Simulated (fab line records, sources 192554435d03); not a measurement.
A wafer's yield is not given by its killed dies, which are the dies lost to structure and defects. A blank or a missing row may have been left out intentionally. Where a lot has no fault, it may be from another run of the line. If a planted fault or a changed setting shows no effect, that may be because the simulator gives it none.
fab line records	flow n5-finfet
[record] lots = 24	wafers = 72	last-day = 19
route steps=1938 shown BEOL_M4@1080 BEOL_M5@1131
lots that met no fault: from a run of the same line without faults
start-h: hours from the record's opening day to when the first of the lot's shown wafers began	wait-h: hours elapsed since this lot's preceding step	" the same as in the row above	L1.1+2: one row covering several wafers at once	- no value present, or no start provided	* or withheld: withheld	< > ~ a bound
route shown NAME@n: NAME is a module with steps in the file, n the number in the route of the first one	usual: average and standard deviation across the fault-free wafers	same: alike in all rows	chamber/n: place in a boat	sites: each site's reading	_std_site: standard deviation of those values	_edge_site: inner sites' mean taken away from outer sites' mean	radius-mm: for every site, how far away it sits from the centre of the wafer	mask NAME#n: copy n	behind: the most recent tool/chamber to have shaped the wafer	hold: the reason the lot was held/the length of the hold in hours/how it ended	device: the transistor (n, p or np) that didn't switch	end of line: the same wafers' tests at the end of the route	step lacking rows: just its recipe	killed: count of dies lost to structure and defects at first sort (not the wafer's yield)	map: dies across one wafer; x = killed, . = not, _ = none there
set.NAME: the run value of the setting; set.NAME@STEP: its run value at that earlier step	model.NAME: the simulator's own value behind a step, which no gauge read
one table for each step of the route and one row for each wafer, over a sample of lots
services: from which hour (start-h, from the record's first day; less than 0 if before it) a tool's chamber was out of use, for how many hours, and why
[[steps]]
[step N5_BEOL_M4_PRE_CLEAN_45]
[recipe] gas = H2/He	time-s = 30	temp-c = 250
[usual] heater-power-w = 320/26
lot.wafer	tool	chamber	start-h	wait-h	heater-power-w
L074.1	pvd-sputter-01	-	162.46	0.0	303
L074.4	"	-	"	"	297
L074.6	"	-	"	"	320
L075.2	pvd-sputter-03	-	165.63	0.0	354
L075.4	"	-	"	"	318
L075.5	"	-	"	"	277
L077.1	pvd-sputter-01	-	179.62	0.0	330
L077.2	"	-	"	"	355
L077.4	"	-	"	"	299
L078.1	pvd-sputter-02	-	181.40	0.0	335
L078.2	"	-	"	"	299
L078.4	"	-	"	"	313
L079.1	pvd-sputter-02	-	188.18	0.0	303
L079.4	"	-	"	"	337
L079.6	"	-	"	"	332
L080.2	pvd-sputter-01	-	193.42	0.0	298
L080.3	"	-	"	"	351
L080.4	"	-	"	"	297
L081.3	pvd-sputter-03	-	193.45	0.0	327
L081.4	"	-	"	"	343
L081.6	"	-	"	"	335
L082.3	pvd-sputter-01	-	206.31	0.0	330
L082.4	"	-	"	"	298
L082.6	"	-	"	"	370
L083.2	pvd-sputter-03	-	217.08	0.0	272
L083.5	"	-	"	"	331
L083.6	"	-	"	"	351
L084.1	pvd-sputter-01	-	223.53	0.0	353
L084.3	"	-	"	"	300
L084.5	"	-	"	"	333
L085.2	pvd-sputter-01	-	223.61	0.0	305
L085.4	"	-	"	"	359
L085.6	"	-	"	"	322
L086.1	pvd-sputter-01	-	232.90	0.0	359
L086.2	"	-	"	"	294
L086.3	"	-	"	"	333
L087.1	pvd-sputter-03	-	241.31	0.0	323
L087.2	"	-	"	"	332
L087.5	"	-	"	"	341
L088.1	pvd-sputter-02	-	248.73	0.0	305
L088.4	"	-	"	"	304
L088.5	"	-	"	"	312
L089.1	pvd-sputter-03	-	251.78	0.0	340
L089.4	"	-	"	"	352
L089.6	"	-	"	"	335
L090.1	pvd-sputter-02	-	251.79	0.0	341
L090.5	"	-	"	"	307
L090.6	"	-	"	"	332
L091.1	pvd-sputter-03	-	270.85	0.0	349
L091.2	"	-	"	"	271
L091.4	"	-	"	"	331
L092.2	pvd-sputter-02	-	277.33	0.0	301
L092.4	"	-	"	"	344
L092.5	"	-	"	"	307
L093.2	pvd-sputter-03	-	279.00	0.0	320
L093.4	"	-	"	"	340
L093.6	"	-	"	"	339
L094.4	pvd-sputter-02	-	300.30	0.0	309
L094.5	"	-	"	"	304
L094.6	"	-	"	"	339
L076.2	pvd-sputter-03	-	303.79	0.0	340
L076.3	"	-	"	"	356
L076.5	"	-	"	"	337
L095.1	pvd-sputter-01	-	304.01	0.0	362
L095.3	"	-	"	"	328
L095.6	"	-	"	"	330
L097.1	pvd-sputter-03	-	325.20	0.0	324
L097.3	"	-	"	"	272
L097.6	"	-	"	"	355
L096.1	pvd-sputter-03	-	338.19	0.0	341
L096.3	"	-	"	"	354
L096.4	"	-	"	"	271
[step N5_BEOL_M4_SPUTTER_79]
[recipe] material = Cu	target-thk-a = 45	temp-c = -20	chamber-pressure-pa = 0.07	power-w = withheld	time-s = 8.29
[usual] chuck-gas-flow-sccm = 1.26/0.049	throttle-valve-pct = 29.5/1.3
lot.wafer	tool	chamber	start-h	wait-h	chuck-gas-flow-sccm	throttle-valve-pct
L074.1	pvd-sputter-03	-	163.55	0.1	1.33	28.9
L074.4	"	-	"	"	1.19	30.6
L074.6	"	-	"	"	1.29	27.5
L075.2	pvd-sputter-03	-	168.75	0.1	1.15	31.0
L075.4	"	-	"	"	1.23	28.0
L075.5	"	-	"	"	1.25	28.8
L077.1	pvd-sputter-03	-	180.47	0.1	1.20	28.1
L077.2	"	-	"	"	1.22	27.6
L077.4	"	-	"	"	1.27	28.9
L078.1	pvd-sputter-03	-	182.53	0.1	1.19	29.1
L078.2	"	-	"	"	1.24	27.6
L078.4	"	-	"	"	1.23	28.1
L079.1	pvd-sputter-02	-	189.23	0.1	1.27	29.8
L079.4	"	-	"	"	1.26	29.8
L079.6	"	-	"	"	1.24	29.9
L080.2	pvd-sputter-01	-	196.12	0.1	1.23	31.6
L080.3	"	-	"	"	1.31	28.7
L080.4	"	-	"	"	1.25	29.5
L081.3	pvd-sputter-02	-	196.16	0.1	1.36	29.6
L081.4	"	-	"	"	1.31	31.5
L081.6	"	-	"	"	1.29	29.4
L082.3	pvd-sputter-01	-	207.18	0.1	1.26	31.6
L082.4	"	-	"	"	1.25	29.5
L082.6	"	-	"	"	1.26	28.2
L083.2	pvd-sputter-02	-	218.02	0.1	1.20	29.3
L083.5	"	-	"	"	1.25	31.5
L083.6	"	-	"	"	1.24	29.8
L084.1	pvd-sputter-03	-	224.50	0.1	1.26	29.2
L084.3	"	-	"	"	1.26	27.2
L084.5	"	-	"	"	1.24	28.1
L085.2	pvd-sputter-02	-	224.92	0.1	1.18	30.0
L085.4	"	-	"	"	1.31	31.8
L085.6	"	-	"	"	1.25	31.7
L086.1	pvd-sputter-02	-	234.69	0.1	1.26	29.9
L086.2	"	-	"	"	1.24	29.7
L086.3	"	-	"	"	1.25	31.6
L087.1	pvd-sputter-02	-	242.13	0.1	1.32	30.0
L087.2	"	-	"	"	1.28	31.4
L087.5	"	-	"	"	1.22	29.3
L088.1	pvd-sputter-03	-	249.74	0.1	1.20	27.8
L088.4	"	-	"	"	1.20	28.7
L088.5	"	-	"	"	1.38	28.1
L089.1	pvd-sputter-02	-	252.64	0.1	1.36	29.8
L089.4	"	-	"	"	1.32	29.7
L089.6	"	-	"	"	1.30	29.7
L090.1	pvd-sputter-03	-	252.93	0.1	1.31	27.5
L090.5	"	-	"	"	1.25	30.8
L090.6	"	-	"	"	1.27	27.3
L091.1	pvd-sputter-02	-	273.25	0.1	1.22	31.5
L091.2	"	-	"	"	1.21	29.4
L091.4	"	-	"	"	1.31	29.7
L092.2	pvd-sputter-02	-	278.23	0.1	1.20	30.0
L092.4	"	-	"	"	1.33	29.8
L092.5	"	-	"	"	1.27	31.6
L093.2	pvd-sputter-01	-	279.81	0.1	1.27	28.8
L093.4	"	-	"	"	1.18	31.3
L093.6	"	-	"	"	1.24	31.7
L094.4	pvd-sputter-03	-	301.97	0.1	1.26	28.3
L094.5	"	-	"	"	1.27	28.8
L094.6	"	-	"	"	1.18	30.8
L076.2	pvd-sputter-01	-	304.93	0.1	1.27	29.1
L076.3	"	-	"	"	1.24	31.4
L076.5	"	-	"	"	1.26	29.2
L095.1	pvd-sputter-03	-	306.41	0.1	1.26	27.7
L095.3	"	-	"	"	1.18	29.1
L095.6	"	-	"	"	1.28	27.7
L097.1	pvd-sputter-03	-	326.10	0.1	1.28	27.4
L097.3	"	-	"	"	1.15	30.7
L097.6	"	-	"	"	1.31	28.9
L096.1	pvd-sputter-02	-	339.01	0.1	1.28	29.7
L096.3	"	-	"	"	1.28	29.6
L096.4	"	-	"	"	1.32	31.6
[step N5_BEOL_M4_SPUTTER_92]
[recipe] material = Cu	target-thk-a = 45	temp-c = -20	chamber-pressure-pa = 0.07	power-w = withheld	time-s = 8.29
[usual] chuck-gas-flow-sccm = 1.26/0.05	throttle-valve-pct = 29.5/1.2
lot.wafer	tool	chamber	start-h	wait-h	chuck-gas-flow-sccm	throttle-valve-pct
L074.1	pvd-sputter-03	-	164.65	0.1	1.30	29.3
L074.4	"	-	"	"	1.16	30.7
L074.6	"	-	"	"	1.26	27.8
L075.2	pvd-sputter-03	-	169.85	0.1	1.15	30.7
L075.4	"	-	"	"	1.33	28.2
L075.5	"	-	"	"	1.27	28.7
L077.1	pvd-sputter-03	-	181.57	0.1	1.31	28.1
L077.2	"	-	"	"	1.30	27.4
L077.4	"	-	"	"	1.32	29.0
L078.1	pvd-sputter-03	-	183.63	0.1	1.24	29.1
L078.2	"	-	"	"	1.25	27.4
L078.4	"	-	"	"	1.28	28.2
L079.1	pvd-sputter-02	-	190.33	0.1	1.27	29.7
L079.4	"	-	"	"	1.24	29.2
L079.6	"	-	"	"	1.25	29.8
L080.2	pvd-sputter-01	-	197.22	0.1	1.31	31.5
L080.3	"	-	"	"	1.22	29.0
L080.4	"	-	"	"	1.22	30.0
L081.3	pvd-sputter-02	-	197.26	0.1	1.29	30.1
L081.4	"	-	"	"	1.22	31.5
L081.6	"	-	"	"	1.25	29.7
L082.3	pvd-sputter-01	-	208.28	0.1	1.21	31.5
L082.4	"	-	"	"	1.26	29.7
L082.6	"	-	"	"	1.28	28.3
L083.2	pvd-sputter-02	-	219.12	0.1	1.21	29.6
L083.5	"	-	"	"	1.29	31.2
L083.6	"	-	"	"	1.21	29.7
L084.1	pvd-sputter-03	-	225.60	0.1	1.25	28.9
L084.3	"	-	"	"	1.32	27.3
L084.5	"	-	"	"	1.21	28.2
L085.2	pvd-sputter-02	-	231.31	0.1	1.33	30.1
L085.4	"	-	"	"	1.19	31.7
L085.6	"	-	"	"	1.26	31.3
L086.1	pvd-sputter-02	-	235.79	0.1	1.25	29.6
L086.2	"	-	"	"	1.28	29.6
L086.3	"	-	"	"	1.30	31.6
L087.1	pvd-sputter-02	-	243.23	0.1	1.14	30.0
L087.2	"	-	"	"	1.30	31.5
L087.5	"	-	"	"	1.33	29.8
L088.1	pvd-sputter-03	-	250.84	0.1	1.29	28.0
L088.4	"	-	"	"	1.24	28.8
L088.5	"	-	"	"	1.26	28.1
L089.1	pvd-sputter-02	-	253.74	0.1	1.24	29.8
L089.4	"	-	"	"	1.27	29.8
L089.6	"	-	"	"	1.21	29.7
L090.1	pvd-sputter-03	-	254.03	0.1	1.40	27.3
L090.5	"	-	"	"	1.24	30.5
L090.6	"	-	"	"	1.26	27.4
L091.1	pvd-sputter-02	-	274.35	0.1	1.24	31.1
L091.2	"	-	"	"	1.18	29.6
L091.4	"	-	"	"	1.29	29.7
L092.2	pvd-sputter-02	-	279.33	0.1	1.20	29.7
L092.4	"	-	"	"	1.22	29.7
L092.5	"	-	"	"	1.33	31.5
L093.2	pvd-sputter-01	-	280.91	0.1	1.19	29.2
L093.4	"	-	"	"	1.37	31.5
L093.6	"	-	"	"	1.26	31.6
L094.4	pvd-sputter-03	-	303.07	0.1	1.27	28.2
L094.5	"	-	"	"	1.31	28.9
L094.6	"	-	"	"	1.18	30.7
L076.2	pvd-sputter-01	-	306.03	0.1	1.27	29.2
L076.3	"	-	"	"	1.22	31.6
L076.5	"	-	"	"	1.27	29.1
L095.1	pvd-sputter-03	-	307.51	0.1	1.25	27.5
L095.3	"	-	"	"	1.23	29.1
L095.6	"	-	"	"	1.28	28.0
L097.1	pvd-sputter-03	-	327.20	0.1	1.26	27.5
L097.3	"	-	"	"	1.17	30.9
L097.6	"	-	"	"	1.25	28.7
L096.1	pvd-sputter-02	-	340.11	0.1	1.23	30.0
L096.3	"	-	"	"	1.22	29.7
L096.4	"	-	"	"	1.22	31.7
[step N5_BEOL_M5_ETCH_61]
[recipe] chemistry = CF4	target = SiARC	target-depth-a = 156	mask-material = CAR-EUV	time-s = 26	ion-energy-ev = 80	pressure-mtorr = 40	source-w = 545	bias-w = 36	Ar_flow_sccm = 100	cf4-flow-sccm = 100	ends = cleared
[usual] drypump-motor-current-A = 5.5/0.38	etch-rf-on-time-s = 26.1/0.73	mfc-ar-sccm = 100.0/0.31	oes-product-au = 0.67/0.068	rf-fwd-power-W = 533.5/2.6	rf-vpp-V = 184.4/1.2	showerhead-plenum-p-Torr = 2.17/0.073	throttle-valve-pct = 15.72/0.12
lot.wafer	tool	chamber	start-h	wait-h	drypump-motor-current-A	etch-rf-on-time-s	mfc-ar-sccm	oes-product-au	rf-fwd-power-W	rf-hours-counter-h	rf-vpp-V	showerhead-plenum-p-Torr	throttle-valve-pct
L074.1	rie-diel-05	3	170.71	0.0	5.4	26.1	100.1	0.64	532.8	169	183.4	2.07	15.70
L074.4	"	2	"	"	5.7	26.0	100.3	0.64	532.3	148	184.1	2.04	15.77
L074.6	"	2	"	"	5.6	25.9	100.7	0.65	533.1	-	184.1	2.04	15.75
L075.2	rie-diel-04	3	176.59	0.0	5.4	26.4	99.7	0.58	535.7	226	185.5	2.11	15.94
L075.4	"	1	"	"	5.0	27.9	100.4	0.63	539.6	144	185.7	2.24	15.71
L075.5	"	1	"	"	5.0	28.1	100.2	0.62	539.9	-	185.2	2.24	15.71
L077.1	rie-diel-04	0	185.75	0.0	5.4	25.7	100.1	0.63	528.7	192	184.7	2.23	15.53
L077.2	"	1	"	"	5.0	27.7	100.5	0.63	536.8	148	185.1	2.24	15.71
L077.4	"	3	"	"	5.4	26.1	99.3	0.58	532.9	229	184.7	2.11	15.96
L078.1	rie-diel-02	0	188.73	0.0	5.5	25.8	100.8	0.67	536.5	110	183.2	2.17	15.76
L078.2	"	2	"	"	5.7	25.9	99.9	0.64	532.2	157	186.4	2.22	15.64
L078.4	"	3	"	"	5.7	25.2	100.0	0.79	536.3	17	186.1	2.29	15.51
L079.1	rie-diel-02	1	194.46	0.0	6.0	25.9	99.7	0.74	530.9	51	184.8	2.17	15.81
L079.4	"	0	"	"	5.6	26.4	100.2	0.66	537.1	112	184.6	2.17	15.75
L079.6	"	3	"	"	5.7	25.5	99.6	0.79	535.4	-	184.5	2.29	15.50
L080.2	rie-diel-05	2	202.63	0.0	5.6	25.8	100.1	0.64	529.8	161	183.2	2.04	15.80
L080.3	"	3	"	"	5.4	25.9	100.0	0.64	534.3	182	182.1	2.07	15.74
L080.4	"	2	"	"	5.7	25.9	100.5	0.64	532.3	-	183.3	2.04	15.80
L081.3	rie-diel-04	1	203.56	0.0	5.0	28.1	100.0	0.62	533.3	153	183.3	2.23	15.73
L081.4	"	3	"	"	5.4	26.7	99.5	0.57	532.5	234	184.4	2.11	15.96
L081.6	"	3	"	"	5.4	26.7	99.8	0.57	532.7	-	183.6	2.11	15.97
L082.3	rie-diel-04	0	212.47	0.0	5.5	25.9	99.8	0.62	532.2	200	185.3	2.23	15.56
L082.4	"	2	"	"	4.9	25.4	99.9	0.78	530.7	17	184.7	2.19	15.68
L082.6	"	0	"	"	5.4	25.9	99.8	0.62	529.6	-	183.8	2.23	15.57
L083.2	rie-diel-04	3	224.45	0.0	5.4	25.9	100.2	0.58	533.6	242	185.5	2.10	15.97
L083.5	"	3	"	"	5.3	25.9	100.2	0.58	532.5	-	183.8	2.10	15.98
L083.6	"	0	"	"	5.5	25.4	99.6	0.63	533.1	-	184.1	2.22	15.58
L084.1	rie-diel-05	3	231.37	0.0	5.4	25.9	100.0	0.63	538.6	192	185.3	2.06	15.76
L084.3	"	0	"	"	5.0	25.7	100.0	0.80	534.8	8	184.3	2.19	15.70
L084.5	"	0	"	"	4.9	25.6	99.7	0.81	532.5	-	185.1	2.19	15.68
L085.2	rie-diel-04	1	237.14	0.0	5.0	27.9	99.8	0.62	537.9	157	184.6	2.23	15.74
L085.4	"	3	"	"	5.4	26.5	99.8	0.57	533.4	248	183.2	2.10	15.99
L085.6	"	0	"	"	5.5	25.9	100.5	0.61	531.0	-	186.6	2.22	15.57
L086.1	rie-diel-02	3	241.16	0.0	5.7	25.1	100.1	0.77	535.0	30	184.2	2.29	15.55
L086.2	"	2	"	"	5.7	25.6	100.3	0.63	532.8	171	182.6	2.22	15.64
L086.3	"	0	"	"	5.6	26.2	100.0	0.65	535.6	123	183.3	2.17	15.79
L087.1	rie-diel-04	2	248.80	0.0	5.0	25.6	100.0	0.76	531.2	30	184.4	2.19	15.68
L087.2	"	0	"	"	5.4	25.8	100.2	0.62	533.0	214	184.4	2.22	15.58
L087.5	"	1	"	"	5.0	27.5	99.7	0.62	536.1	-	186.2	2.23	15.73
L088.1	rie-diel-04	0	257.68	0.0	5.5	26.3	99.8	0.61	528.7	216	183.9	2.22	15.59
L088.4	"	1	"	"	5.0	28.3	99.9	0.61	535.2	-	183.8	2.23	15.73
L088.5	"	2	"	"	5.0	25.7	100.0	0.76	530.9	-	184.4	2.19	15.69
L089.1	rie-diel-05	0	258.18	0.0	5.0	25.4	99.7	0.79	535.0	17	183.6	2.19	15.72
L089.4	"	3	"	"	5.3	26.0	99.7	0.62	533.8	200	183.5	2.06	15.78
L089.6	"	2	"	"	5.7	25.6	100.2	0.63	536.2	-	181.9	2.03	15.81
L090.1	rie-diel-04	1	258.28	0.0	5.0	28.0	99.9	0.61	537.8	163	184.9	2.23	15.74
L090.5	"	2	"	"	5.0	25.5	100.2	0.75	531.0	-	183.7	2.19	15.70
L090.6	"	0	"	"	5.5	26.0	100.0	0.61	532.6	-	185.5	2.22	15.59
L091.1	rie-diel-02	2	279.81	0.0	5.7	25.9	99.7	0.62	530.5	182	183.1	2.21	15.70
L091.2	"	1	"	"	6.0	25.7	99.7	0.72	534.1	72	185.0	2.17	15.87
L091.4	"	3	"	"	5.7	25.5	99.8	0.74	535.7	41	184.6	2.28	15.58
L092.2	rie-diel-05	1	285.77	0.0	6.2	26.1	100.0	0.67	532.1	116	183.4	2.15	15.72
L092.4	"	1	"	"	6.2	26.1	99.5	0.67	531.5	-	184.3	2.15	15.71
L092.5	"	3	"	"	5.3	26.5	100.1	0.61	536.6	-	183.8	2.06	15.76
L093.2	rie-diel-05	2	286.55	0.0	5.7	26.0	100.2	0.62	532.9	189	180.8	2.03	15.84
L093.4	"	3	"	"	5.4	26.3	99.8	0.62	536.7	-	182.5	2.06	15.77
L093.6	"	2	"	"	5.7	26.0	100.4	0.63	534.4	-	183.1	2.03	15.82
L094.4	rie-diel-02	0	308.48	0.0	5.5	26.2	100.2	0.64	535.2	142	185.1	2.16	15.83
L094.5	"	3	"	"	5.7	25.5	100.3	0.75	538.4	-	186.6	2.28	15.58
L094.6	"	0	"	"	5.5	26.2	99.7	0.64	534.5	-	183.5	2.16	15.81
L076.2	rie-diel-05	2	311.14	0.0	5.6	25.6	100.7	0.61	531.2	195	180.7	2.03	15.87
L076.3	"	3	"	"	5.3	26.2	100.0	0.61	536.3	211	183.7	2.06	15.77
L076.5	"	1	"	"	6.2	25.9	99.9	0.67	533.8	-	186.2	2.15	15.73
L095.1	rie-diel-04	3	311.53	0.0	5.4	26.4	99.9	0.79	534.7	13	183.8	2.10	15.54
L095.3	"	1	"	"	5.0	28.0	100.3	0.60	537.5	178	185.0	2.23	15.79
L095.6	"	1	"	"	5.0	27.9	100.5	0.60	534.3	-	185.5	2.23	15.79
L097.1	rie-diel-02	0	332.29	0.0	5.5	26.1	100.0	0.63	534.8	148	184.9	2.16	15.82
L097.3	"	2	"	"	5.7	25.7	100.0	0.61	530.3	200	186.7	2.21	15.71
L097.6	"	2	"	"	5.7	25.8	99.8	0.61	529.0	-	184.4	2.21	15.73
L096.1	rie-diel-05	0	346.21	0.0	5.0	26.3	100.3	0.74	537.3	40	183.3	2.18	15.76
L096.3	"	3	"	"	5.3	26.6	99.4	0.60	533.0	221	183.0	2.05	15.79
L096.4	"	2	"	"	5.6	26.1	100.0	0.61	534.9	206	183.6	2.02	15.87
[step N5_BEOL_M5_STRIP_91]
[recipe] chemistry = N2/H2	time-s = 10	power-w = 450	temp-c = 40	pressure-mtorr = 20	rf-frequency-hz = 6e+07	bias-power-w = 7	n2-flow-sccm = 200	h2-flow-sccm = 200
[usual] drypump-motor-current-A = 5.5/0.37	oes-product-au = 0.79/0.078	rf-vpp-V = 59.3/0.86	showerhead-plenum-p-Torr = 2.58/0.085	throttle-valve-pct = 23.8/0.3
lot.wafer	tool	chamber	start-h	wait-h	drypump-motor-current-A	oes-product-au	rf-hours-counter-h	rf-vpp-V	showerhead-plenum-p-Torr	throttle-valve-pct
L074.1	rie-diel-02	2	-	-	5.7	0.75	153	58.6	2.65	23.6
L074.4	"	3	"	"	5.7	0.94	12	60.5	2.72	23.5
L074.6	"	3	"	"	5.7	0.92	-	59.8	2.72	23.5
L075.2	rie-diel-02	0	-	-	5.6	0.79	107	58.9	2.57	23.9
L075.4	"	1	"	"	6.0	0.89	46	59.3	2.58	24.0
L075.5	"	0	"	"	5.5	0.79	-	59.8	2.57	23.9
L077.1	rie-diel-02	2	-	-	5.7	0.75	157	59.0	2.65	23.7
L077.2	"	3	"	"	5.8	0.94	16	58.8	2.71	23.5
L077.4	"	1	"	"	6.0	0.88	48	59.7	2.58	24.0
L078.1	rie-diel-04	0	-	-	5.5	0.72	193	59.2	2.63	23.4
L078.2	"	3	"	"	5.4	0.67	231	59.3	2.52	24.0
L078.4	"	2	"	"	5.0	0.91	10	59.7	2.59	23.6
L079.1	rie-diel-05	1	-	-	6.1	0.80	89	59.5	2.58	24.3
L079.4	"	1	"	"	6.2	0.81	-	58.1	2.58	24.3
L079.6	"	3	"	"	5.4	0.74	-	58.1	2.41	23.4
L080.2	rie-diel-05	2	-	-	5.7	0.74	162	60.6	2.42	23.8
L080.3	"	3	"	"	5.3	0.74	183	57.9	2.41	23.4
L080.4	"	2	"	"	5.7	0.74	-	59.0	2.42	23.8
L081.3	rie-diel-04	3	-	-	5.4	0.67	235	58.9	2.52	24.0
L081.4	"	0	"	"	5.5	0.72	198	60.5	2.63	23.4
L081.6	"	1	"	"	5.0	0.73	-	59.3	2.63	23.7
L082.3	rie-diel-02	1	-	-	6.1	0.87	54	60.6	2.58	24.0
L082.4	"	2	"	"	5.7	0.74	163	59.4	2.65	23.7
L082.6	"	2	"	"	5.7	0.76	-	60.3	2.65	23.7
L083.2	rie-diel-04	3	-	-	5.4	0.67	243	57.4	2.51	24.0
L083.5	"	2	"	"	5.0	0.89	-	60.2	2.59	23.6
L083.6	"	0	"	"	5.4	0.72	-	60.4	2.63	23.4
L084.1	rie-diel-02	0	-	-	5.5	0.77	121	59.9	2.57	24.0
L084.3	"	3	"	"	5.7	0.90	28	60.5	2.71	23.5
L084.5	"	3	"	"	5.7	0.89	-	60.1	2.71	23.5
L085.2	rie-diel-04	2	-	-	5.0	0.88	28	59.3	2.59	23.6
L085.4	"	3	"	"	5.4	0.66	248	60.3	2.51	24.0
L085.6	"	2	"	"	5.0	0.87	-	58.1	2.58	23.6
L086.1	rie-diel-04	2	-	-	5.0	0.88	29	60.3	2.58	23.6
L086.2	"	0	"	"	5.5	0.72	213	60.4	2.63	23.4
L086.3	"	1	"	"	5.0	0.73	159	60.0	2.63	23.8
L087.1	rie-diel-04	2	-	-	5.0	0.88	31	60.2	2.58	23.6
L087.2	"	1	"	"	5.0	0.73	161	60.1	2.63	23.7
L087.5	"	0	"	"	5.5	0.71	-	59.1	2.62	23.4
L090.1	rie-diel-05	0	-	-	5.0	0.93	17	59.1	2.62	24.5
L090.5	"	1	"	"	6.2	0.78	-	59.7	2.57	24.3
L090.6	"	2	"	"	5.7	0.73	-	60.2	2.41	23.8
L088.1	rie-diel-04	0	-	-	5.5	0.71	218	59.6	2.62	23.4
L088.4	"	1	"	"	5.0	0.73	-	59.6	2.63	23.7
L088.5	"	2	"	"	4.9	0.87	-	58.5	2.58	23.6
L089.1	rie-diel-04	1	-	-	5.0	0.74	164	58.2	2.63	23.8
L089.4	"	1	"	"	5.0	0.74	-	59.5	2.63	23.8
L089.6	"	2	"	"	5.0	0.87	-	60.9	2.58	23.6
L091.1	rie-diel-05	3	-	-	5.3	0.73	202	58.1	2.40	23.4
L091.2	"	2	"	"	5.7	0.72	187	57.7	2.41	23.8
L091.4	"	1	"	"	6.2	0.79	114	60.2	2.57	24.3
L092.2	rie-diel-02	2	-	-	5.8	0.73	185	60.3	2.64	23.7
L092.4	"	1	"	"	6.1	0.84	75	57.4	2.57	24.1
L092.5	"	3	"	"	5.7	0.86	-	60.7	2.70	23.5
L093.2	rie-diel-04	1	-	-	5.0	0.73	171	58.0	2.62	23.8
L093.4	"	0	"	"	5.5	0.71	225	60.2	2.62	23.5
L093.6	"	0	"	"	5.5	0.70	-	59.7	2.62	23.4
L094.4	rie-diel-02	2	-	-	5.7	0.73	192	59.5	2.63	23.7
L094.5	"	0	"	"	5.5	0.76	-	59.1	2.56	24.0
L094.6	"	3	"	"	5.7	0.86	-	59.8	2.70	23.5
L076.2	rie-diel-02	3	-	-	5.7	0.87	47	60.0	2.70	23.5
L076.3	"	0	"	"	5.6	0.75	143	59.8	2.56	24.0
L076.5	"	2	"	"	5.7	0.73	-	57.8	2.63	23.7
L095.1	rie-diel-05	2	-	-	5.7	0.71	197	59.0	2.41	23.9
L095.3	"	0	"	"	5.0	0.90	31	59.5	2.61	24.5
L095.6	"	2	"	"	5.7	0.72	-	57.5	2.41	23.9
L097.1	rie-diel-02	3	-	-	5.8	0.86	54	59.7	2.70	23.6
L097.3	"	2	"	"	5.7	0.72	200	60.8	2.63	23.7
L097.6	"	3	"	"	5.8	0.85	-	60.7	2.70	23.5
L096.1	rie-diel-05	2	-	-	5.7	0.70	206	57.6	2.40	23.9
L096.3	"	0	"	"	5.0	0.88	40	59.5	2.61	24.5
L096.4	"	1	"	"	6.2	0.76	133	59.4	2.56	24.4
[step N5_BEOL_M5_PRE_CLEAN_45]
[recipe] gas = H2/He	time-s = 30	temp-c = 250
[usual] heater-power-w = 322/25
lot.wafer	tool	chamber	start-h	wait-h	heater-power-w
L074.1	pvd-sputter-01	-	174.52	0.0	341
L074.4	"	-	"	"	306
L074.6	"	-	"	"	356
L075.2	pvd-sputter-03	-	179.68	0.0	274
L075.4	"	-	"	"	333
L075.5	"	-	"	"	270
L077.1	pvd-sputter-01	-	188.13	0.0	294
L077.2	"	-	"	"	325
L077.4	"	-	"	"	368
L078.1	pvd-sputter-02	-	190.97	0.0	303
L078.2	"	-	"	"	333
L078.4	"	-	"	"	342
L079.1	pvd-sputter-01	-	197.82	0.0	307
L079.4	"	-	"	"	360
L079.6	"	-	"	"	301
L080.2	pvd-sputter-03	-	206.09	0.0	325
L080.3	"	-	"	"	349
L080.4	"	-	"	"	342
L081.3	pvd-sputter-03	-	206.58	0.0	321
L081.4	"	-	"	"	339
L081.6	"	-	"	"	270
L082.3	pvd-sputter-02	-	214.93	0.0	298
L082.4	"	-	"	"	337
L082.6	"	-	"	"	313
L083.2	pvd-sputter-01	-	227.21	0.0	356
L083.5	"	-	"	"	323
L083.6	"	-	"	"	300
L084.1	pvd-sputter-01	-	235.50	0.0	300
L084.3	"	-	"	"	327
L084.5	"	-	"	"	336
L085.2	pvd-sputter-02	-	241.49	0.0	340
L085.4	"	-	"	"	340
L085.6	"	-	"	"	335
L086.1	pvd-sputter-01	-	244.95	0.0	362
L086.2	"	-	"	"	307
L086.3	"	-	"	"	296
L087.1	pvd-sputter-01	-	251.76	0.0	318
L087.2	"	-	"	"	295
L087.5	"	-	"	"	324
L090.1	pvd-sputter-03	-	264.53	0.0	364
L090.5	"	-	"	"	326
L090.6	"	-	"	"	354
L088.1	pvd-sputter-02	-	264.58	0.0	342
L088.4	"	-	"	"	305
L088.5	"	-	"	"	342
L089.1	pvd-sputter-03	-	265.11	0.0	347
L089.4	"	-	"	"	333
L089.6	"	-	"	"	337
L091.1	pvd-sputter-03	-	282.27	0.0	359
L091.2	"	-	"	"	260
L091.4	"	-	"	"	324
L092.2	pvd-sputter-02	-	288.56	0.0	338
L092.4	"	-	"	"	298
L092.5	"	-	"	"	306
L093.2	pvd-sputter-01	-	289.02	0.0	362
L093.4	"	-	"	"	310
L093.6	"	-	"	"	305
L094.4	pvd-sputter-02	-	313.42	0.0	338
L094.5	"	-	"	"	303
L094.6	"	-	"	"	308
L076.2	pvd-sputter-01	-	314.24	0.0	335
L076.3	"	-	"	"	302
L076.5	"	-	"	"	302
L095.1	pvd-sputter-03	-	317.16	0.0	273
L095.3	"	-	"	"	323
L095.6	"	-	"	"	330
L097.1	pvd-sputter-03	-	334.87	0.0	347
L097.3	"	-	"	"	350
L097.6	"	-	"	"	339
L096.1	pvd-sputter-03	-	350.09	0.0	338
L096.3	"	-	"	"	269
L096.4	"	-	"	"	356
[[services]]
tool	chamber	start-h	hours	kind
rie-diel-05	-	139.60	0.4	repair
pvd-sputter-03	-	159.89	2.5	repair
rie-diel-02	-	180.09	1.3	repair
rie-diel-05	0	181.45	-	clean
rie-diel-05	0	181.45	-	consumable-replace:focus-ring
rie-diel-05	0	181.45	24.0	scheduled-down
rie-diel-05	0	181.45	24.0	vent-cycle
rie-diel-05	1	213.02	4.7	repair
rie-diel-04	1	214.95	6.7	repair
rie-diel-04	1	222.61	13.5	repair
rie-diel-05	1	230.47	5.5	repair
rie-diel-02	1	230.65	2.4	repair
rie-diel-04	3	248.14	-	clean
rie-diel-04	3	248.14	-	consumable-replace:focus-ring
rie-diel-04	3	248.14	17.8	scheduled-down
rie-diel-04	3	248.14	17.8	vent-cycle
rie-diel-05	3	263.47	13.5	repair
rie-diel-02	3	294.20	9.6	repair
pvd-sputter-02	-	302.85	7.1	repair
pvd-sputter-01	-	320.59	12.8	repair
rie-diel-04	3	330.35	22.4	repair
[[key]]
fault none
